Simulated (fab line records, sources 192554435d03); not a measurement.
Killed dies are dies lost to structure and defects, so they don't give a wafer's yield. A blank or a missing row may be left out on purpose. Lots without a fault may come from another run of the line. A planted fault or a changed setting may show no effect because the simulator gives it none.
fab line records | flow n5_finfet
record lots=7 wafers=39
route steps=1938 shown FIN_SAQP@102 DUMMY_GATE@220 HKMG_FIN@402 MOL_CONTACT_COAG@532
start_h: hours from the record's first day to the start of the lot's first wafer shown | wait_h: hours since the lot's step before | " the same as in the row above | L1.1+2: a row that stands for several wafers | - no value, or no start given | * or withheld: withheld | < > ~ a bound
route shown NAME@n: a module of which the file shows steps, and the number in the route of the first | usual: mean/standard deviation of fault-free wafers | same: alike in all rows | chamber/n: place in a boat | sites: the reading at each site | _std_site: their standard deviation | _edge_site: outer sites' mean less inner sites' | radius_mm: how far each site lies from the wafer's centre | mask NAME#n: copy n | behind: the tool/chamber that last shaped the wafer | hold: why the lot was held/for how many hours/how that ended | device: the transistor (n, p or np) that didn't switch | end of line: the same wafers' tests at the end of the route | a step without rows: its recipe alone | killed: dies lost to structure and defects at the first sort, not the wafer's yield | map: a wafer's dies, x killed, . not, _ none there
set.NAME: the setting as run; set.NAME@STEP: as run at that earlier step | model.NAME: the simulator's own value behind a step, which no gauge read
lots whose settings were changed on purpose; a table a step, a row a wafer
## steps
# step N5_FIN_SAQP_HM_DEP_72
# recipe material=SiO2 target_thk_a=120 temp_c=400 precursor=SiH4/N2O pressure_torr=0.75 rf_w=275 time_s=7.2
# columns lot.wafer tool chamber start_h wait_h set.target_thk_a model.SiO2_of_FIN_SAQP_HM_DEP_72.thk_nm
L076.1 pecvd-04 1 33.36 0.0 120 11.85
L076.2 " 0 " " 109.7 10.84
L076.3 " 2 " " 109.7 10.82
L076.4 " 2 " " 120 12.15
L076.5 " 1 " " 109.7 11.16
L076.6 " 0 " " 120 12.19
L081.1 pecvd-02 0 63.76 0.0 120 11.59
L081.2 " 2 " " 108.5 10.58
L081.3 " 1 " " 120 11.85
L081.4 " 0 " " 120 11.87
L081.5 " 1 " " 108.5 10.7
L081.6 " 2 " " 108.5 10.84
L082.1 pecvd-04 2 69.85 0.0 120 12.08
L082.2 " 1 " " 120 12.13
L082.3 " 0 " " 120 12.16
L082.4 " 0 " " 120 12.3
L082.5 " 1 " " 120 12.34
L082.6 " 2 " " 120 12.18
L090.3 pecvd-02 2 117.09 0.0 120 11.82
L090.4 " 0 " " 120 11.94
L090.6 " 1 " " 120 11.99
L091.1 pecvd-02 1 123.76 0.0 103.1 10.36
L091.2 " 0 " " 120 11.84
L091.3 " 2 " " 120 11.83
L091.4 " 2 " " 103.1 10.43
L091.5 " 0 " " 120 11.92
L091.6 " 1 " " 103.1 10.21
L096.1+5 pecvd-03 1,0 154.58 0.0 125.3 12.47
L096.2+3 " 0,2 " " 120 11.91
L096.4 " 2 " " 125.3 12.67
L096.6 " 1 " " 120 12.19
L097.1 pecvd-04 0 159.92 0.0 120 11.77
L097.2 " 1 " " 120 11.82
L097.3 " 2 " " 120 12.05
L097.4 " 2 " " 120 12.02
L097.5 " 0 " " 120 11.95
L097.6 " 1 " " 120 12.04
# step N5_FIN_SAQP_COAT_49
# recipe resist=SOC temp_c=250 time_s=60 spin_rpm=1500 resist_thk_nm=100
# step N5_FIN_SAQP_COAT_50
# recipe resist=SiARC temp_c=220 time_s=60 spin_rpm=1500 resist_thk_nm=35
# step N5_FIN_SAQP_ETCH_52
# recipe chemistry=N2/H2 target=SOC target_depth_a=1000 overetch_a=200 mask_material=SiARC temp_c=40 time_s=150 ion_energy_ev=200 pressure_mtorr=30 source_w=840 bias_w=150 n2_flow_sccm=200 h2_flow_sccm=200 ends=end_point
# step N5_FIN_SAQP_STRIP_53
# recipe chemistry=N2/H2 temp_c=40 n2_flow_sccm=200 h2_flow_sccm=200 rf_frequency_hz=6e+07
# step N5_FIN_SAQP_HM_OPEN_73
# recipe chemistry=CHF3/O2 target=SiO2 stop_on=a-Si target_depth_a=120 over_etch_frac=1.8 mask_material=SOC time_s=16.8 pressure_mtorr=30 source_w=650 bias_w=170 Ar_flow_sccm=200 CHF3_flow_sccm=50 O2_flow_sccm=5 ion_energy_ev=200 ends=end_point
# columns lot.wafer tool chamber start_h wait_h set.target_thk_a@FIN_SAQP_HM_DEP_72 model.etch.depth_nm
L076.1 rie_diel-06 2 34.36 0.0 120 11.85
L076.2 " 0 " " 109.7 10.84
L076.3 " 1 " " 109.7 10.82
L076.4 " 3 " " 120 12.15
L076.5 " 3 " " 109.7 11.16
L076.6 " 0 " " 120 12.19
L081.1 rie_diel-05 0 64.50 0.0 120 11.59
L081.2 " 2 " " 108.5 10.58
L081.3 " 1 " " 120 11.85
L081.4 " 3 " " 120 11.87
L081.5 " 3 " " 108.5 10.7
L081.6 " 0 " " 108.5 10.84
L082.1 rie_diel-05 0 70.59 0.0 120 12.08
L082.2 " 1 " " 120 12.13
L082.3 " 3 " " 120 12.16
L082.4 " 2 " " 120 12.3
L082.5 " 3 " " 120 12.34
L082.6 " 0 " " 120 12.18
L090.3 rie_diel-02 2 117.83 0.0 120 11.82
L090.4 " 1 " " 120 11.94
L090.6 " 3 " " 120 11.99
L091.1 rie_diel-05 1 124.50 0.0 103.1 10.36
L091.2 " 0 " " 120 11.84
L091.3 " 3 " " 120 11.83
L091.4 " 3 " " 103.1 10.43
L091.5 " 0 " " 120 11.92
L091.6 " 1 " " 103.1 10.21
L096.1+5 rie_diel-02 3 155.19 0.0 125.3 12.47
L096.2+3 " 1,0 " " 120 11.91
L096.4 " 2 " " 125.3 12.67
L096.6 " 2 " " 120 12.19
L097.1 rie_diel-05 0 161.19 0.0 120 11.77
L097.2 " 3 " " 120 11.82
L097.3 " 2 " " 120 12.05
L097.4 " 1 " " 120 12.02
L097.5 " 1 " " 120 11.95
L097.6 " 0 " " 120 12.04
# step N5_FIN_SAQP_MANDREL_ETCH_22
# recipe target_depth_a=600 chemistry=HBr/Cl2 target=a-Si stop_on=SiNx bt_time_s=10 over_etch_frac=0.5 time_s=30 pressure_mtorr=10 icp_w=800 bias_w=75 HBr_flow_sccm=150 Cl2_flow_sccm=80 ends=end_point
# columns lot.wafer tool chamber start_h wait_h set.icp_w model.SOC_of_FIN_SAQP_COAT_49.thk_nm
L076.1 rie_si-01 1 34.44 0.0 694.3 77.29
L076.2 " 3 " " 800 75.48
L076.3 " 2 " " 694.3 77.48
L076.4 " 0 " " 800 75.67
L076.5 " 1 " " 800 75.8
L076.6 " 0 " " 694.3 77.22
L081.1 rie_si-04 2 64.59 0.0 800 75.71
L081.2 " 1 " " 800 76.31
L081.3 " 0 " " 800 76.32
L081.4 " 3 " " 800 75.95
L081.5 " 0 " " 800 76.41
L081.6 " 3 " " 800 75.84
L082.1 rie_si-03 1 70.68 0.0 892 75.4
L082.2 " 2 " " 892 75.05
L082.3 " 0 " " 800 76.76
L082.4 " 3 " " 800 75.87
L082.5 " 1 " " 892 75.33
L082.6 " 2 " " 800 75.83
L090.3 rie_si-03 1 117.92 0.0 800 75.88
L090.4 " 2 " " 800 75.63
L090.6 " 2 " " 800 75.85
L091.1 rie_si-01 1 124.58 0.0 800 76.83
L091.2 " 3 " " 800 76.48
L091.3 " 0 " " 800 76.71
L091.4 " 2 " " 800 76.84
L091.5 " 1 " " 800 76.68
L091.6 " 0 " " 800 76.75
L096.1 rie_si-03 2 155.28 0.0 671.4 78.37
L096.2 " 3 " " 800 76.33
L096.3 " 0 " " 800 77.47
L096.4 " 1 " " 800 77.03
L096.5 " 2 " " 671.4 78
L096.6 " 3 " " 671.4 78.56
L097.1 rie_si-01 2 161.27 0.0 800 76.36
L097.2 " 1 " " 800 76.81
L097.3 " 0 " " 921.9 75.17
L097.4 " 3 " " 921.9 74.63
L097.5 " 2 " " 800 77.07
L097.6 " 1 " " 921.9 75.21
# step N5_DUMMY_GATE_HM_DEP_06
# recipe material=SiNx target_thk_a=800 precursor=DCS/NH3 temp_c=700 pressure_mtorr=300 time_s=5141
# columns lot.wafer tool chamber start_h wait_h set.time_s model.SiNx_of_DUMMY_GATE_HM_DEP_06.thk_nm
L076.1 - - - 0.0 5603 87.6
L076.2+6 " - " " 5603 87.8
L076.3 " - " " 5603 87.2
L076.4 " - " " 5603 86.4
L076.5 " - " " 5603 87.4
L081.1+5 - - - 0.0 4481 69.2
L081.2 " - " " 4481 68.8
L081.3 " - " " 4481 69.4
L081.4 " - " " 4481 69
L081.6 " - " " 4481 68.4
L082.1+4 - - - 0.0 4591 71.2
L082.2 " - " " 4591 70.6
L082.3+6 " - " " 4591 70.8
L082.5 " - " " 4591 71.4
L090.3 lpcvd-01 0/50 136.41 0.0 5141 79.6
L090.4+6 " 0/54,0/64 " " 5141 79.2
L091.1 - - - 0.0 4905 77
L091.2+3 " - " " 4905 76.2
L091.4 " - " " 4905 76.4
L091.5+6 " - " " 4905 77.2
L096.1 - - - 0.0 5141 78.8
L096.2+5 " - " " 5141 79.2
L096.3 " - " " 5141 78.2
L096.4 " - " " 5141 79
L096.6 " - " " 5141 79.4
L097.1 - - - 0.0 5954 93.4
L097.2+3 " - " " 5954 93.8
L097.4 " - " " 5954 94
L097.5 " - " " 5954 93
L097.6 " - " " 5954 92.8
# step N5_HKMG_FIN_ETCH_54
# recipe chemistry=CF4 target=SiARC target_depth_a=455 mask_material=CAR-ArF time_s=75.8 ion_energy_ev=80 pressure_mtorr=40 source_w=545 bias_w=36 Ar_flow_sccm=100 cf4_flow_sccm=100 ends=cleared
# usual rf_vpp_V=184.2/1.2
# columns lot.wafer tool chamber start_h wait_h set.bias_w rf_vpp_V
L076.1 rie_diel-06 2 85.55 0.0 36 182.9
L076.2 " 0 " " 32.14 171.5
L076.3 " 1 " " 32.14 170.0
L076.4 " 3 " " 32.14 171.6
L076.5 " 2 " " 36 182.4
L076.6 " 3 " " 36 186.0
L081.1 rie_diel-05 2 115.34 0.0 36 182.3
L081.2 " 3 " " 38.6 192.2
L081.3 " 1 " " 36 183.9
L081.4 " 1 " " 38.6 193.4
L081.5 " 3 " " 38.6 192.6
L081.6 " 2 " " 36 182.1
L082.1 rie_diel-06 0 125.04 0.0 36 185.0
L082.2 " 2 " " 31.63 168.3
L082.3 " 3 " " 36 184.7
L082.4 " 1 " " 36 184.0
L082.5 " 0 " " 31.63 169.3
L082.6 " 1 " " 31.63 167.8
L090.3 rie_diel-02 3 168.10 0.0 36 185.0
L090.4 " 1 " " 36 185.6
L090.6 " 3 " " 36 182.6
L091.1 rie_diel-02 1 175.26 0.0 36 186.3
L091.2 " 3 " " 41.65 201.3
L091.3 " 2 " " 36 185.4
L091.4 " 0 " " 36 184.7
L091.5 " 3 " " 41.65 202.7
L091.6 " 2 " " 41.65 202.3
L096.1 rie_diel-02 0 204.93 0.0 36 184.1
L096.2 " 2 " " 36 186.0
L096.3 " 1 " " 36 186.2
L096.4 " 3 " " 36 182.8
L096.5 " 3 " " 36 183.1
L096.6 " 2 " " 36 184.8
L097.1 rie_diel-05 1 215.49 0.0 36 185.6
L097.2 " 0 " " 30.12 164.2
L097.3 " 2 " " 30.12 166.0
L097.4 " 3 " " 36 184.6
L097.5 " 0 " " 30.12 163.3
L097.6 " 1 " " 36 184.7
# step N5_HKMG_FIN_ETCH_55
# recipe chemistry=N2/H2 target=SOC target_depth_a=2400 temp_c=40 time_s=300 ion_energy_ev=200 mask_material=SiARC pressure_mtorr=30 source_w=840 bias_w=150 n2_flow_sccm=200 h2_flow_sccm=200
# usual rf_vpp_V=524.4/2.8
# columns lot.wafer tool chamber start_h wait_h set.bias_w rf_vpp_V model.SiARC_of_HKMG_FIN_COAT_42.thk_nm
L076.1 rie_diel-06 2 85.61 0.0 165.4 554.1 19.6
L076.2 " 0 " " 165.4 557.9 19.8
L076.3 " 1 " " 165.4 556.3 19.2
L076.4 " 3 " " 150 528.2 20.8
L076.5 " 2 " " 150 520.4 21.2
L076.6 " 3 " " 150 529.8 20.8
L081.1 rie_diel-05 2 115.40 0.0 150 520.1 21.6
L081.2 " 3 " " 150 525.2 21.4
L081.3 " 1 " " 167.2 562.6 19
L081.4 " 1 " " 150 525.6 20.8
L081.5 " 3 " " 167.2 561.9 19.4
L081.6 " 2 " " 167.2 555.4 19.8
L082.1 rie_diel-06 0 125.09 0.0 150 523.0 21.6
L082.2 " 2 " " 172.7 568.7 18.6
L082.3 " 3 " " 172.7 577.5 18
L082.4 " 1 " " 150 520.1 21.2
L082.5 " 0 " " 150 522.5 21.2
L082.6 " 1 " " 172.7 570.3 18.6
L090.3 rie_diel-02 3 168.16 0.0 150 523.0 21.2
L090.4 " 1 " " 150 528.1 21
L090.6 " 3 " " 150 524.4 21.4
L091.1 rie_diel-02 1 175.32 0.0 142.3 509.8 22
L091.2 " 3 " " 142.3 506.2 22.4
L091.3 " 2 " " 150 527.0 21.4
L091.4 " 0 " " 150 523.9 20.8
L091.5 " 3 " " 150 521.5 21.6
L091.6 " 2 " " 142.3 510.0 22
L096.1 rie_diel-02 0 204.99 0.0 150 524.1 20.6
L096.2 " 2 " " 150 525.2 21
L096.3 " 1 " " 150 527.2 20.8
L096.4 " 3 " " 150 523.5 21.2
L096.5 " 3 " " 150 524.3 21.2
L096.6 " 2 " " 150 524.5 20.8
L097.1 rie_diel-05 1 215.55 0.0 150 525.5 20.8
L097.2 " 0 " " 150 522.3 21
L097.3 " 2 " " 150 528.9 21.4
L097.4 " 3 " " 150 525.0 21.6
L097.5 " 0 " " 150 522.5 21
L097.6 " 1 " " 150 524.8 21
# step N5_HKMG_FIN_ETCH_58
# recipe chemistry=N2/H2 target=SOC target_depth_a=2158 ion_energy_ev=50 bias_w=13 time_s=741 pressure_mtorr=30 source_w=875 n2_flow_sccm=200 h2_flow_sccm=200
# columns lot.wafer tool chamber start_h wait_h set.target_depth_a model.SOC_of_HKMG_FIN_COAT_41.thk_nm model.etch.depth_nm model.HKMG_FIN.feature_depth_nm
L076.1 rie_diel-06 2 85.82 0.0 2304 72.8 227.2 227.2
L076.2 " 0 " " 2158 88.4 212.5 212.6
L076.3 " 1 " " 2158 83.8 216.5 216.6
L076.4 " 3 " " 2304 66 235.5 235.6
L076.5 " 2 " " 2158 88.6 212.6 212.6
L076.6 " 3 " " 2304 64.2 237 237
L081.1 rie_diel-05 2 115.61 0.0 2230 83.8 216.1 216
L081.2 " 3 " " 2158 88 212.2 212.2
L081.3 " 1 " " 2158 83 216.5 216.4
L081.4 " 1 " " 2230 73.8 225.4 225.4
L081.5 " 3 " " 2230 80.4 218.2 218.2
L081.6 " 2 " " 2158 93 206.8 206.8
L082.1 rie_diel-06 0 125.30 0.0 2412 60.8 239 239
L082.2 " 2 " " 2158 86 213.5 213.4
L082.3 " 3 " " 2158 81 220 220
L082.4 " 1 " " 2158 85.4 214.4 214.4
L082.5 " 0 " " 2412 59 240.5 240.4
L082.6 " 1 " " 2412 57 242.4 242.4
L090.3 rie_diel-02 3 168.37 0.0 2158 87.6 212.4 212.4
L090.4 " 1 " " 2158 79.4 218.9 219
L090.6 " 3 " " 2158 87 212.3 212.2
L091.1 rie_diel-02 1 175.53 0.0 2158 82.4 218.1 218.2
L091.2 " 3 " " 2158 90.4 210 210
L091.3 " 2 " " 2158 87.4 212.8 212.8
L091.4 " 0 " " 2158 82.6 217.3 217.4
L091.5 " 3 " " 2158 90.8 209.8 209.8
L091.6 " 2 " " 2158 86.6 213 213
L096.1 rie_diel-02 0 205.20 0.0 1963 103.2 196.4 196.4
L096.2 " 2 " " 2158 90.2 209.3 209.4
L096.3 " 1 " " 1963 104.2 194.9 194.8
L096.4 " 3 " " 2158 92.8 207.4 207.4
L096.5 " 3 " " 1963 111.4 187.7 187.6
L096.6 " 2 " " 2158 88.2 211.1 211.2
L097.1 rie_diel-05 1 215.76 0.0 2357 65.4 235.7 235.6
L097.2 " 0 " " 2158 78.4 221.4 221.4
L097.3 " 2 " " 2357 66 234.6 234.6
L097.4 " 3 " " 2357 70.8 230 230
L097.5 " 0 " " 2158 82.4 219.1 219
L097.6 " 1 " " 2158 85.6 214.7 214.8
# step N5_MOL_CONTACT_COAG_ETCH_106
# recipe chemistry=N2/H2 target=SOC target_depth_a=800 overetch_a=160 mask_material=SiARC temp_c=40 time_s=120 ion_energy_ev=200 pressure_mtorr=30 source_w=840 bias_w=150 n2_flow_sccm=200 h2_flow_sccm=200
# usual rf_vpp_V=524.8/2.9
# columns lot.wafer tool chamber start_h wait_h set.source_w rf_vpp_V model.SiARC_of_MOL_CONTACT_COAG_COAT_104.thk_nm
L076.1 rie_diel-02 3 104.86 0.0 840 522.2 6.4
L076.2 " 2 " " 840 527.5 6.2
L076.3 " 1 " " 993.7 498.9 5.8
L076.4 " 0 " " 993.7 496.9 5.6
L076.5 " 2 " " 840 528.6 6.2
L076.6 " 1 " " 993.7 499.9 5.8
L081.1 rie_diel-02 3 131.54 0.0 960.6 501.1 6
L081.2 " 0 " " 960.6 500.6 5.8
L081.3 " 2 " " 840 525.7 6.4
L081.4 " 1 " " 840 526.1 6.4
L081.5 " 0 " " 960.6 500.8 5.8
L081.6 " 3 " " 840 523.8 6.4
L082.1 rie_diel-02 1 141.71 0.0 840 528.6 6.2
L082.2 " 3 " " 840 523.4 6.4
L082.3 " 2 " " 840 526.0 6.4
L082.4 " 0 " " 840 524.2 6.2
L082.5 " 2 " " 840 525.9 6.2
L082.6 " 1 " " 840 527.0 6.2
L090.3 rie_diel-02 3 184.20 0.0 840 523.6 6.4
L090.4 " 1 " " 840 528.9 6.2
L090.6 " 0 " " 840 523.6 6.2
L091.1 rie_diel-05 0 191.27 0.0 840 522.6 6.2
L091.2 " 3 " " 840 526.4 6.6
L091.3 " 2 " " 768.3 544.6 6.8
L091.4 " 1 " " 768.3 540.5 6.6
L091.5 " 0 " " 840 523.0 6.4
L091.6 " 3 " " 768.3 541.8 6.8
L096.1 rie_diel-06 2 221.99 0.0 840 519.6 6.4
L096.2 " 3 " " 840 528.2 6
L096.3 " 0 " " 840 523.2 6.4
L096.4 " 1 " " 840 528.7 6
L096.5 " 0 " " 840 522.9 6.4
L096.6 " 1 " " 840 529.5 6
L097.1 rie_diel-06 2 232.30 0.0 986.3 493.6 5.8
L097.2 " 1 " " 986.3 500.7 5.6
L097.3 " 3 " " 840 527.1 6.2
L097.4 " 0 " " 840 523.0 6.6
L097.5 " 2 " " 840 520.1 6.4
L097.6 " 3 " " 986.3 501.7 5.6
## key
split step=N5_FIN_SAQP_HM_DEP_72 setting=target_thk_a stated=120 by=wafer
response step=N5_FIN_SAQP_HM_DEP_72 reading=model.SiO2_of_FIN_SAQP_HM_DEP_72.thk_nm change=+0.114 per=1% r=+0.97
response step=N5_FIN_SAQP_HM_OPEN_73 reading=model.etch.depth_nm change=+0.114 per=1% r=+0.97
split step=N5_FIN_SAQP_MANDREL_ETCH_22 setting=icp_w stated=800 by=wafer
response step=N5_FIN_SAQP_MANDREL_ETCH_22 reading=model.SOC_of_FIN_SAQP_COAT_49.thk_nm change=-0.102 per=1% r=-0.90
split step=N5_DUMMY_GATE_HM_DEP_06 setting=time_s stated=5141 by=lot
response step=N5_DUMMY_GATE_HM_DEP_06 reading=model.SiNx_of_DUMMY_GATE_HM_DEP_06.thk_nm change=+0.842 per=1% r=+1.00
split step=N5_HKMG_FIN_ETCH_54 setting=bias_w stated=36 by=wafer
response step=N5_HKMG_FIN_ETCH_54 reading=rf_vpp_V change=+1.21 per=1% r=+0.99
split step=N5_HKMG_FIN_ETCH_55 setting=bias_w stated=150 by=wafer
response step=N5_HKMG_FIN_ETCH_55 reading=rf_vpp_V change=+3.18 per=1% r=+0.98
response step=N5_HKMG_FIN_ETCH_55 reading=model.SiARC_of_HKMG_FIN_COAT_42.thk_nm change=-0.172 per=1% r=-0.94
split step=N5_HKMG_FIN_ETCH_58 setting=target_depth_a stated=2158 by=wafer
response step=N5_HKMG_FIN_ETCH_58 reading=model.SOC_of_HKMG_FIN_COAT_41.thk_nm change=-2.03 per=1% r=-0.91
response step=N5_HKMG_FIN_ETCH_58 reading=model.etch.depth_nm change=+2.03 per=1% r=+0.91
response step=N5_HKMG_FIN_ETCH_58 reading=model.HKMG_FIN.feature_depth_nm change=+2.03 per=1% r=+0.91
split step=N5_MOL_CONTACT_COAG_ETCH_106 setting=source_w stated=840 by=wafer
response step=N5_MOL_CONTACT_COAG_ETCH_106 reading=rf_vpp_V change=-1.57 per=1% r=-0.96
response step=N5_MOL_CONTACT_COAG_ETCH_106 reading=model.SiARC_of_MOL_CONTACT_COAG_COAT_104.thk_nm change=-0.036 per=1% r=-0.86
